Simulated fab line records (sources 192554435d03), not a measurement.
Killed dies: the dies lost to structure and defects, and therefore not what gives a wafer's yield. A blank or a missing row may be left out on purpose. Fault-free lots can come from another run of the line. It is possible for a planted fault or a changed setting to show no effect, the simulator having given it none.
Which tool is to blame? | flow n5-finfet | 32 wafers from 11 lots sampled at 4 of the route's 1938 steps

## WHAT THE GAUGES SHOWED, per wafer
N5_PASSIVATION_CD_MEAS_44: target cd 40000 nm. Usual: 40001 nm for cd-nm, sd 6.2.
lot  | measured     | on        | cd-nm (nm)        | flag
L592 | day 13 11:05 | cd-sem-01 | 40007 40001       |
L594 | day 13 12:11 | cd-sem-02 | 39996 39995 39992 |
L595 | day 13 15:32 | cd-sem-01 | 39996 39992 39998 |
L596 | day 14 03:55 | cd-sem-03 | 40017 40010 40013 |
L604 | day 16 10:11 | cd-sem-01 | 40009 40000 40005 |
L606 | day 16 17:25 | cd-sem-02 | 40004 40002 39991 |
L608 | day 17 10:43 | cd-sem-02 | 40003 40003 39998 |
L609 | day 17 15:54 | cd-sem-03 | 40002 40001 40002 |
L611 | day 18 04:20 | cd-sem-01 | 40001 40004 40001 |
L612 | day 18 13:16 | cd-sem-03 | 39998 39996 39995 |
L613 | day 18 08:19 | cd-sem-01 | 39985 39997 39993 |

## WHAT TOOL EACH LOT RAN ON (gives the tool, then ch and the chambers of the sampled wafers, and finally the start)
lot  | N5_BEOL_M5_SPUTTER_90        | N5_MIM_TOP_ALD_01                           | N5_MIM_TOP_LITHO_DESCUM_10
L592 | pvd-sputter-03, day 9 02:07  | ald-hk-02 ch 2,3, day 13 00:56 or earlier   | rie-diel-03 ch 1, day 13 00:56
L594 | pvd-sputter-03, day 9 07:07  | ald-hk-03 ch 0,2,3, day 13 04:01 or earlier | rie-diel-03 ch 0,1,3, day 13 04:01
L595 | pvd-sputter-03, day 9 13:32  | ald-hk-01 ch 1,2,3, day 13 06:17 or earlier | rie-diel-03 ch 0,2,3, day 13 06:17
L596 | pvd-sputter-03, day 10 09:40 | ald-hk-02 ch 1,2,3, day 13 18:56 or earlier | rie-diel-01 ch 1,2, day 13 18:56
L604 | pvd-sputter-02, day 12 09:49 | ald-hk-01 ch 0,1,2, day 16 03:10 or earlier | rie-diel-01 ch 1,2,3, day 16 03:10
L606 | pvd-sputter-03, day 12 14:10 | ald-hk-03 ch 1,2, day 16 07:50 or earlier   | rie-diel-05 ch 0,2,3, day 16 07:50
L608 | pvd-sputter-03, day 13 09:45 | ald-hk-01 ch 2,3, day 17 01:05 or earlier   | rie-diel-01 ch 0,1,2, day 17 01:05
L609 | pvd-sputter-01, day 13 14:10 | ald-hk-02 ch 1,2, day 17 08:08 or earlier   | rie-diel-01 ch 0,3, day 17 08:08
L611 | pvd-sputter-01, day 14 11:22 | ald-hk-01 ch 0,3, day 17 22:37 or earlier   | rie-diel-03 ch 1,3, day 17 22:37
L612 | pvd-sputter-03, day 14 13:31 | ald-hk-01 ch 0,1,3, day 18 07:25 or earlier | rie-diel-03 ch 0,1,2, day 18 07:25
L613 | pvd-sputter-02, day 14 19:59 | ald-hk-02 ch 0,1,2, day 18 02:02 or earlier | rie-diel-03 ch 1,2,3, day 18 02:02
- N5_BEOL_M5_SPUTTER_90: material Cu, target thk 4.5 nm, time 8.29 s.
- N5_MIM_TOP_ALD_01: deposits HfO2, target thk 5.6 nm, pulse time 1 s, purge time 3 s.
- N5_MIM_TOP_LITHO_DESCUM_10: chemistry O2, time 7.9 s.

## WHAT THE TOOLS THEMSELVES READ (means of the sampled wafers that have a number; where no wafer has one, the mark that the record gives instead)
N5_BEOL_M5_SPUTTER_90. Usual: 29.8 % for throttle-valve-pct, sd 1.1.
lot  | tool           | throttle-valve-pct (%) | flag
L592 | pvd-sputter-03 | 30.3                   |
L594 | pvd-sputter-03 | 30.1                   |
L595 | pvd-sputter-03 | 30.0                   |
L596 | pvd-sputter-03 | 28.9                   |
L604 | pvd-sputter-02 | 30.3                   |
L606 | pvd-sputter-03 | 30.0                   |
L608 | pvd-sputter-03 | 29.4                   |
L609 | pvd-sputter-01 | 29.7                   |
L611 | pvd-sputter-01 | 30.1                   |
L612 | pvd-sputter-03 | 29.9                   |
L613 | pvd-sputter-02 | 30.9                   |

N5_MIM_TOP_ALD_01. Usual: 1.001 for precursor-pulse-height-rel, sd 0.02.
lot  | tool      | precursor-pulse-height-rel | flag
L592 | ald-hk-02 | 0.997                      |
L594 | ald-hk-03 | 1.003                      |
L595 | ald-hk-01 | 1.002                      |
L596 | ald-hk-02 | 0.992                      |
L604 | ald-hk-01 | 1.013                      |
L606 | ald-hk-03 | 0.972                      |
L608 | ald-hk-01 | 0.985                      |
L609 | ald-hk-02 | 1.005                      |
L611 | ald-hk-01 | 1.016                      |
L612 | ald-hk-01 | 1.002                      |
L613 | ald-hk-02 | 1.016                      |

N5_MIM_TOP_LITHO_DESCUM_10. Usual: drypump-motor-current-A 5.6 A, standard deviation 0.44; oes-product-au 0.81 a.u., standard deviation 0.071; rf-vpp-V 243.6 V, standard deviation 1.4; showerhead-plenum-p-Torr 2.13 Torr, standard deviation 0.078; throttle-valve-pct 20.46 %, standard deviation 0.23.
lot  | tool        | drypump-motor-current-A (A) | oes-product-au (a.u.) | rf-vpp-V (V) | showerhead-plenum-p-Torr (Torr) | throttle-valve-pct (%) | flag
L592 | rie-diel-03 | 5.0                         | 0.86                  | 245.2        | 2.20                            | 20.19                  |
L594 | rie-diel-03 | 5.3                         | 0.78                  | 243.9        | 2.12                            | 20.51                  |
L595 | rie-diel-03 | 5.6                         | 0.76                  | 243.8        | 2.12                            | 20.54                  |
L596 | rie-diel-01 | 5.6                         | 0.89                  | 244.3        | 2.22                            | 20.65                  |
L604 | rie-diel-01 | 5.5                         | 0.81                  | 244.1        | 2.16                            | 20.54                  |
L606 | rie-diel-05 | 5.6                         | 0.86                  | 242.7        | 2.08                            | 20.29                  |
L608 | rie-diel-01 | 5.6                         | 0.84                  | 244.2        | 2.17                            | 20.61                  |
L609 | rie-diel-01 | 5.7                         | 0.73                  | 243.6        | 2.10                            | 20.45                  |
L611 | rie-diel-03 | 5.1                         | 0.78                  | 244.5        | 2.18                            | 20.35                  |
L612 | rie-diel-03 | 5.5                         | 0.85                  | 245.0        | 2.20                            | 20.36                  |
L613 | rie-diel-03 | 5.5                         | 0.77                  | 244.7        | 2.18                            | 20.37                  |

## THE ANSWER, worked out from the rows above alone
Rule: a lot is off if the mean of its wafers that have a number lies more than 3 standard deviations from the usual mean. Also off: a lot with no number at a reading for which 4 or more lots have one. The other lots that the step has rows for count as sound. The gauges are gone through in route order, then the tools' own readings, and for those a lot's mean is taken as printed above. The first step at which some lot is off is used, and at that step the reading that is off furthest; a lot without a number counts as furthest.
No lot is off at any reading shown: from this, nothing can be told.

## WHAT THE SIMULATOR HAD PUT IN
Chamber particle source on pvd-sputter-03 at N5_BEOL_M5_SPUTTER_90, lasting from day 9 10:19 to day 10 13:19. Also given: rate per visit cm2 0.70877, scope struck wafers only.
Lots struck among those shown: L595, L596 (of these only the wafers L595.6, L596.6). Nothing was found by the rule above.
